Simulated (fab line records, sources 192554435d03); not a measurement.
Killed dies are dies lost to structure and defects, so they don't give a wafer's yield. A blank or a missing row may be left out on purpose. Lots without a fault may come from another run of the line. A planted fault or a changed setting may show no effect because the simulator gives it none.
Which tool did it? | flow n5_finfet | 24 lots, 72 wafers sampled, at 6 steps of a route of 1938

WHAT THE GAUGES READ, wafer by wafer
N5_BEOL_M13_THK_MEAS_50: measures by xrf.
lot  | measured     | on            | M13_THK (nm)
L074 | day 10 10:34 | film_metro-02 | 415 429 426
L075 | day 11 03:02 | film_metro-02 | 418 425 420
L077 | day 11 13:23 | film_metro-01 | 420 416 425
L076 | day 11 14:43 | film_metro-02 | 425 417 416
L078 | day 12 05:58 | film_metro-01 | 412 420 417
L080 | day 12 11:08 | film_metro-01 | 418 426 428
L079 | day 12 11:24 | film_metro-01 | 418 416 420
L081 | day 12 11:36 | film_metro-02 | 427 427 436
L082 | day 13 06:28 | film_metro-01 | 429 419 419
L083 | day 13 13:02 | film_metro-02 | 428 424 426
L084 | day 13 13:23 | film_metro-01 | 431 428 421
L085 | day 13 19:26 | film_metro-01 | 426 426 426
L086 | day 13 18:47 | film_metro-01 | 416 425 424
L087 | day 14 03:20 | film_metro-01 | 431 429 418
L089 | day 14 21:01 | film_metro-02 | 424 428 419
L088 | day 14 21:59 | film_metro-02 | 432 429 435
L090 | day 14 23:04 | film_metro-01 | 430 425 424
L091 | day 15 18:43 | film_metro-02 | 421 423 424
L092 | day 15 22:45 | film_metro-01 | 419 421 426
L095 | day 16 06:49 | film_metro-01 | 432 430 430
L097 | day 16 17:19 | film_metro-01 | 424 427 424
L094 | day 16 14:53 | film_metro-01 | 418 419 423
L093 | day 16 18:02 | film_metro-01 | 414 412 415
L096 | day 17 02:23 | film_metro-01 | 422 424 426

N5_BEOL_M14_OVL_MEAS_11.
lot  | measured     | on         | V13_OVL (nm)
L074 | day 10 11:31 | overlay-01 | -3 3 -1
L075 | day 11 03:46 | overlay-02 | -6 -4 3
L077 | day 11 14:06 | overlay-02 | -2 -4 -5
L076 | day 11 15:26 | overlay-02 | -8 9 -7
L078 | day 12 06:41 | overlay-01 | -1 0 6
L080 | day 12 11:51 | overlay-01 | -2 -2 0
L079 | day 12 12:14 | overlay-01 | -15 -7 -2
L081 | day 12 12:26 | overlay-01 | -13 -10 -11
L082 | day 13 07:19 | overlay-01 | 1 2 3
L083 | day 13 13:59 | overlay-02 | 3 -7 -10
L084 | day 13 14:10 | overlay-01 | 0 -16 0
L085 | day 13 20:16 | overlay-01 | 3 0 1
L086 | day 13 19:30 | overlay-02 | 1 7 8
L087 | day 14 04:11 | overlay-01 | -12 -15 -4
L089 | day 14 21:44 | overlay-01 | -5 -3 -2
L088 | day 14 22:43 | overlay-02 | 2 -7 -1
L090 | day 14 23:47 | overlay-01 | -9 0 -6
L091 | day 15 19:26 | overlay-02 | -8 -1 -3
L092 | day 15 23:28 | overlay-01 | -1 -4 2
L095 | day 16 07:32 | overlay-02 | 2 -2 3
L097 | day 16 18:02 | overlay-02 | 6 -1 7
L094 | day 16 15:46 | overlay-01 | 10 2 -1
L093 | day 16 18:45 | overlay-02 | 5 5 12
L096 | day 17 03:11 | overlay-02 | -2 -15 -13

WHICH TOOL RAN EACH LOT (tool, then ch and the chambers of the sampled wafers, then the start)
lot  | N5_BEOL_M13_STRIP_64                 | N5_BEOL_M13_DESCUM_33              | N5_BEOL_M13_TRENCH_ETCH_34         | N5_BEOL_M13_ANNEAL_48
L074 | plasma_asher-02 ch 0,1, day 10 06:30 | rie_diel-01 ch 1,2,3, day 10 07:41 | rie_diel-01 ch 1,2,3, day 10 08:05 | rtp_anneal-02 ch 0, day 10 10:05
L075 | plasma_asher-02 ch 0, day 10 22:29   | rie_diel-01 ch 0,1,3, day 10 23:04 | rie_diel-01 ch 0,1,3, day 10 23:28 | rtp_anneal-01 ch 0, day 11 02:27
L077 | plasma_asher-01 ch 0,1, day 11 08:21 | rie_diel-01 ch 0,1,2, day 11 09:02 | rie_diel-01 ch 0,1,2, day 11 09:26 | rtp_anneal-02 ch 0, day 11 12:47
L076 | plasma_asher-01 ch 0,1, day 11 11:17 | rie_diel-01 ch 1,3, day 11 12:04   | rie_diel-01 ch 1,3, day 11 12:28   | rtp_anneal-02 ch 0, day 11 14:01
L078 | plasma_asher-02 ch 0,1, day 12 01:26 | rie_diel-06 ch 0,2,3, day 12 02:07 | rie_diel-06 ch 0,2,3, day 12 02:31 | rtp_anneal-02 ch 0, day 12 05:22
L080 | plasma_asher-01 ch 0,1, day 12 07:13 | rie_diel-02 ch 1,2,3, day 12 08:08 | rie_diel-02 ch 1,2,3, day 12 08:33 | rtp_anneal-01 ch 0, day 12 10:32
L079 | plasma_asher-01 ch 1, day 12 07:49   | rie_diel-06 ch 0,1, day 12 08:34   | rie_diel-06 ch 0,1, day 12 08:58   | rtp_anneal-01 ch 0, day 12 10:50
L081 | plasma_asher-02 ch 0,1, day 12 08:07 | rie_diel-02 ch 0,1,3, day 12 08:56 | rie_diel-02 ch 0,1,3, day 12 09:20 | rtp_anneal-02 ch 0, day 12 11:05
L082 | plasma_asher-01 ch 0,1, day 13 01:09 | rie_diel-02 ch 2,3, day 13 02:22   | rie_diel-02 ch 2,3, day 13 02:46   | rtp_anneal-02 ch 0, day 13 05:55
L083 | plasma_asher-02 ch 0,1, day 13 07:36 | rie_diel-01 ch 0,1, day 13 08:08   | rie_diel-01 ch 0,1, day 13 08:33   | rtp_anneal-02 ch 0, day 13 12:28
L084 | plasma_asher-02 ch 0,1, day 13 08:48 | rie_diel-02 ch 1,2,3, day 13 09:22 | rie_diel-02 ch 1,2,3, day 13 09:49 | rtp_anneal-01 ch 0, day 13 12:55
L085 | plasma_asher-01 ch 0,1, day 13 13:34 | rie_diel-06 ch 1,3, day 13 14:07   | rie_diel-06 ch 1,3, day 13 14:32   | rtp_anneal-01 ch 0, day 13 18:53
L086 | plasma_asher-01 ch 0,1, day 13 13:58 | rie_diel-01 ch 1,3, day 13 14:31   | rie_diel-01 ch 1,3, day 13 14:56   | rtp_anneal-01 ch 0, day 13 18:11
L087 | plasma_asher-01 ch 0,1, day 13 19:24 | rie_diel-02 ch 1,2,3, day 13 20:05 | rie_diel-02 ch 1,2,3, day 13 20:29 | rtp_anneal-02 ch 0, day 14 02:44
L089 | plasma_asher-01 ch 0,1, day 14 15:44 | rie_diel-06 ch 0,1,2, day 14 17:11 | rie_diel-06 ch 0,1,2, day 14 17:35 | rtp_anneal-02 ch 0, day 14 20:25
L088 | plasma_asher-01 ch 0,1, day 14 16:29 | rie_diel-01 ch 2,3, day 14 17:38   | rie_diel-01 ch 2,3, day 14 18:02   | rtp_anneal-01 ch 0, day 14 21:24
L090 | plasma_asher-02 ch 0,1, day 14 19:05 | rie_diel-02 ch 0,1,2, day 14 19:38 | rie_diel-02 ch 0,1,2, day 14 20:02 | rtp_anneal-01 ch 0, day 14 22:34
L091 | plasma_asher-02 ch 0,1, day 15 13:01 | rie_diel-01 ch 0,2,3, day 15 13:35 | rie_diel-01 ch 0,2,3, day 15 13:59 | rtp_anneal-02 ch 0, day 15 18:07
L092 | plasma_asher-01 ch 0,1, day 15 19:46 | rie_diel-02 ch 0,1,3, day 15 20:25 | rie_diel-02 ch 0,1,3, day 15 20:49 | rtp_anneal-01 ch 0, day 15 22:10
L095 | plasma_asher-02 ch 0, day 16 03:34   | rie_diel-02 ch 0,2, day 16 04:16   | rie_diel-02 ch 0,2, day 16 04:40   | rtp_anneal-01 ch 0, day 16 06:13
L097 | plasma_asher-01 ch 0,1, day 16 03:36 | rie_diel-06 ch 1,2, day 16 04:41   | rie_diel-06 ch 1,2, day 16 05:05   | rtp_anneal-02 ch 0, day 16 16:45
L094 | plasma_asher-02 ch 1, day 16 08:59   | rie_diel-02 ch 0,2, day 16 09:32   | rie_diel-02 ch 0,2, day 16 09:56   | rtp_anneal-01 ch 0, day 16 14:18
L093 | plasma_asher-02 ch 0,1, day 16 10:35 | rie_diel-01 ch 0,1,2, day 16 11:24 | rie_diel-01 ch 0,1,2, day 16 11:48 | rtp_anneal-02 ch 0, day 16 17:31
L096 | plasma_asher-01 ch 0,1, day 16 23:38 | rie_diel-01 ch 0,2, day 17 00:18   | rie_diel-01 ch 0,2, day 17 00:43   | rtp_anneal-01 ch 0, day 17 01:53
- N5_BEOL_M13_STRIP_64: strips in N2/H2.
- N5_BEOL_M13_DESCUM_33: chemistry O2, time 7.9 s.
- N5_BEOL_M13_TRENCH_ETCH_34: etches SiOC in C4F8/O2/Ar, target depth 413.47 nm, time 162.6 s.
- N5_BEOL_M13_ANNEAL_48: time 90 s.

WHAT THE TOOLS THEMSELVES READ (means of the sampled wafers that have a number; where no wafer has one, the mark that the record gives instead)
N5_BEOL_M13_STRIP_64.
lot  | tool            | drypump_motor_current_A (A) | heater_power_w (W) | oes_product_au (a.u.) | strip_time_to_endpoint_s (s)
L074 | plasma_asher-02 | 5.40                        | 357                | 0.716                 | 31.32
L075 | plasma_asher-02 | 5.23                        | 387                | 0.711                 | 31.27
L077 | plasma_asher-01 | 5.81                        | 349                | 0.716                 | 31.29
L076 | plasma_asher-01 | 5.80                        | 348                | 0.718                 | 31.27
L078 | plasma_asher-02 | 5.54                        | 335                | 0.716                 | 31.32
L080 | plasma_asher-01 | 5.81                        | 343                | 0.717                 | 31.44
L079 | plasma_asher-01 | 5.75                        | 346                | 0.714                 | 31.29
L081 | plasma_asher-02 | 5.55                        | 332                | 0.721                 | 31.33
L082 | plasma_asher-01 | 5.77                        | 342                | 0.714                 | 31.28
L083 | plasma_asher-02 | 5.55                        | 340                | 0.713                 | 31.41
L084 | plasma_asher-02 | 5.55                        | 333                | 0.711                 | 31.37
L085 | plasma_asher-01 | 5.80                        | 352                | 0.718                 | 31.23
L086 | plasma_asher-01 | 5.77                        | 348                | 0.713                 | 31.27
L087 | plasma_asher-01 | 5.77                        | 346                | 0.714                 | 31.30
L089 | plasma_asher-01 | 5.81                        | 351                | 0.712                 | 31.40
L088 | plasma_asher-01 | 5.78                        | 344                | 0.710                 | 31.42
L090 | plasma_asher-02 | 5.40                        | 363                | 0.711                 | 31.25
L091 | plasma_asher-02 | 5.38                        | 361                | 0.715                 | 31.34
L092 | plasma_asher-01 | 5.77                        | 343                | 0.714                 | 31.31
L095 | plasma_asher-02 | 5.22                        | 388                | 0.716                 | 31.37
L097 | plasma_asher-01 | 5.77                        | 345                | 0.712                 | 31.29
L094 | plasma_asher-02 | 5.67                        | 309                | 0.714                 | 31.33
L093 | plasma_asher-02 | 5.39                        | 363                | 0.714                 | 31.42
L096 | plasma_asher-01 | 5.78                        | 349                | 0.718                 | 31.38

N5_BEOL_M13_DESCUM_33.
lot  | tool        | drypump_motor_current_A (A) | oes_product_au (a.u.) | rf_vpp_V (V) | showerhead_plenum_p_Torr (Torr) | throttle_valve_pct (%)
L074 | rie_diel-01 | 5.1                         | 0.80                  | 242.4        | 2.02                            | 20.22
L075 | rie_diel-01 | 5.4                         | 0.76                  | 241.8        | 2.07                            | 20.34
L077 | rie_diel-01 | 5.5                         | 0.75                  | 243.3        | 2.07                            | 20.34
L076 | rie_diel-01 | 5.4                         | 0.75                  | 241.9        | 2.01                            | 20.20
L078 | rie_diel-06 | 5.8                         | 0.80                  | 242.5        | 2.05                            | 20.25
L080 | rie_diel-02 | 5.9                         | 0.83                  | 243.1        | 2.08                            | 20.40
L079 | rie_diel-06 | 6.1                         | 0.87                  | 243.6        | 2.10                            | 20.30
L081 | rie_diel-02 | 5.8                         | 0.76                  | 243.9        | 2.08                            | 20.43
L082 | rie_diel-02 | 5.7                         | 0.74                  | 243.6        | 2.12                            | 20.48
L083 | rie_diel-01 | 5.8                         | 0.72                  | 242.8        | 2.05                            | 20.33
L084 | rie_diel-02 | 5.9                         | 0.82                  | 242.9        | 2.08                            | 20.43
L085 | rie_diel-06 | 6.1                         | 0.81                  | 243.1        | 2.09                            | 20.31
L086 | rie_diel-01 | 5.1                         | 0.77                  | 242.2        | 2.01                            | 20.27
L087 | rie_diel-02 | 5.9                         | 0.81                  | 242.9        | 2.08                            | 20.43
L089 | rie_diel-06 | 6.0                         | 0.88                  | 243.8        | 2.10                            | 20.19
L088 | rie_diel-01 | 4.8                         | 0.77                  | 242.0        | 2.02                            | 20.32
L090 | rie_diel-02 | 6.0                         | 0.91                  | 242.5        | 2.04                            | 20.32
L091 | rie_diel-01 | 5.1                         | 0.74                  | 243.0        | 2.07                            | 20.43
L092 | rie_diel-02 | 5.9                         | 0.94                  | 243.4        | 2.07                            | 20.22
L095 | rie_diel-02 | 6.0                         | 0.89                  | 241.7        | 2.04                            | 20.39
L097 | rie_diel-06 | 6.3                         | 0.85                  | 243.7        | 2.14                            | 20.27
L094 | rie_diel-02 | 6.0                         | 0.89                  | 242.3        | 2.04                            | 20.39
L093 | rie_diel-01 | 5.5                         | 0.72                  | 241.4        | 2.06                            | 20.39
L096 | rie_diel-01 | 5.2                         | 0.74                  | 242.6        | 2.07                            | 20.45

N5_BEOL_M13_TRENCH_ETCH_34.
lot  | tool        | drypump_motor_current_A (A) | he_inner_torr (Torr) | oes_product_au (a.u.) | rf_vpp_V (V) | showerhead_plenum_p_Torr (Torr) | throttle_valve_pct (%)
L074 | rie_diel-01 | 5.2                         | 15.02                | 0.79                  | 662.4        | 3.29                            | 23.88
L075 | rie_diel-01 | 5.4                         | 14.98                | 0.76                  | 664.2        | 3.37                            | 24.07
L077 | rie_diel-01 | 5.5                         | 15.00                | 0.75                  | 665.3        | 3.38                            | 24.08
L076 | rie_diel-01 | 5.4                         | 14.98                | 0.75                  | 662.3        | 3.28                            | 23.86
L078 | rie_diel-06 | 5.8                         | 14.96                | 0.79                  | 663.3        | 3.34                            | 23.94
L080 | rie_diel-02 | 5.9                         | 15.00                | 0.82                  | 663.8        | 3.39                            | 24.16
L079 | rie_diel-06 | 6.1                         | 14.95                | 0.87                  | 665.5        | 3.42                            | 24.03
L081 | rie_diel-02 | 5.9                         | 15.06                | 0.76                  | 666.3        | 3.41                            | 24.21
L082 | rie_diel-02 | 5.7                         | 15.00                | 0.74                  | 666.6        | 3.44                            | 24.16
L083 | rie_diel-01 | 5.7                         | 15.02                | 0.72                  | 665.0        | 3.35                            | 24.06
L084 | rie_diel-02 | 5.9                         | 15.03                | 0.81                  | 665.0        | 3.39                            | 24.17
L085 | rie_diel-06 | 6.1                         | 14.99                | 0.81                  | 665.2        | 3.41                            | 24.08
L086 | rie_diel-01 | 5.1                         | 15.04                | 0.77                  | 662.3        | 3.27                            | 23.91
L087 | rie_diel-02 | 5.9                         | 15.01                | 0.81                  | 664.6        | 3.39                            | 24.17
L089 | rie_diel-06 | 6.0                         | 14.99                | 0.88                  | 666.0        | 3.42                            | 23.94
L088 | rie_diel-01 | 4.8                         | 14.99                | 0.78                  | 662.9        | 3.28                            | 23.96
L090 | rie_diel-02 | 6.0                         | 15.03                | 0.90                  | 663.4        | 3.35                            | 24.12
L091 | rie_diel-01 | 5.1                         | 14.97                | 0.75                  | 664.7        | 3.37                            | 24.14
L092 | rie_diel-02 | 5.9                         | 14.99                | 0.92                  | 665.6        | 3.39                            | 24.04
L095 | rie_diel-02 | 6.0                         | 14.98                | 0.88                  | 662.5        | 3.33                            | 24.11
L097 | rie_diel-06 | 6.3                         | 15.01                | 0.85                  | 667.4        | 3.50                            | 24.08
L094 | rie_diel-02 | 6.0                         | 15.00                | 0.88                  | 663.2        | 3.33                            | 24.12
L093 | rie_diel-01 | 5.5                         | 15.04                | 0.72                  | 663.9        | 3.36                            | 24.13
L096 | rie_diel-01 | 5.3                         | 15.00                | 0.74                  | 664.1        | 3.37                            | 24.18

N5_BEOL_M13_ANNEAL_48.
lot  | tool          | wafer_temp_C_max
L074 | rtp_anneal-02 | 226.1
L075 | rtp_anneal-01 | 225.3
L077 | rtp_anneal-02 | 226.5
L076 | rtp_anneal-02 | 226.2
L078 | rtp_anneal-02 | 226.4
L080 | rtp_anneal-01 | 225.7
L079 | rtp_anneal-01 | 225.7
L081 | rtp_anneal-02 | 226.3
L082 | rtp_anneal-02 | 226.5
L083 | rtp_anneal-02 | 226.5
L084 | rtp_anneal-01 | 225.8
L085 | rtp_anneal-01 | 225.9
L086 | rtp_anneal-01 | 225.8
L087 | rtp_anneal-02 | 226.0
L089 | rtp_anneal-02 | 225.9
L088 | rtp_anneal-01 | 225.7
L090 | rtp_anneal-01 | 225.6
L091 | rtp_anneal-02 | 226.2
L092 | rtp_anneal-01 | 225.7
L095 | rtp_anneal-01 | 225.8
L097 | rtp_anneal-02 | 225.9
L094 | rtp_anneal-01 | 226.1
L093 | rtp_anneal-02 | 226.2
L096 | rtp_anneal-01 | 225.6

THE ANSWER, worked out from the rows above alone
Rule: what is usual is taken from the lots themselves. Put in order of their means at a reading, lots are off if they are a third of the lots or fewer, leave a main group of 4 or more, and stand apart from it by a gap of 3 or more times the standard deviation of the main group's means; of several such gaps the widest counts. A main group whose means are all the same, to the digits that the tables above print for the reading, isn't used. A lot without any number at a reading at which 4 lots or more have one is off too. The other lots that the step has rows for count as sound. The gauges are gone through in route order, then the tools' own readings, and for those a lot's mean is taken as printed above. The first step at which some lot is off is used, and at that step the reading that is off furthest; a lot without a number counts as furthest.
No lot is off at any reading shown: from this, nothing can be told.

WHAT THE SIMULATOR HAD PUT IN
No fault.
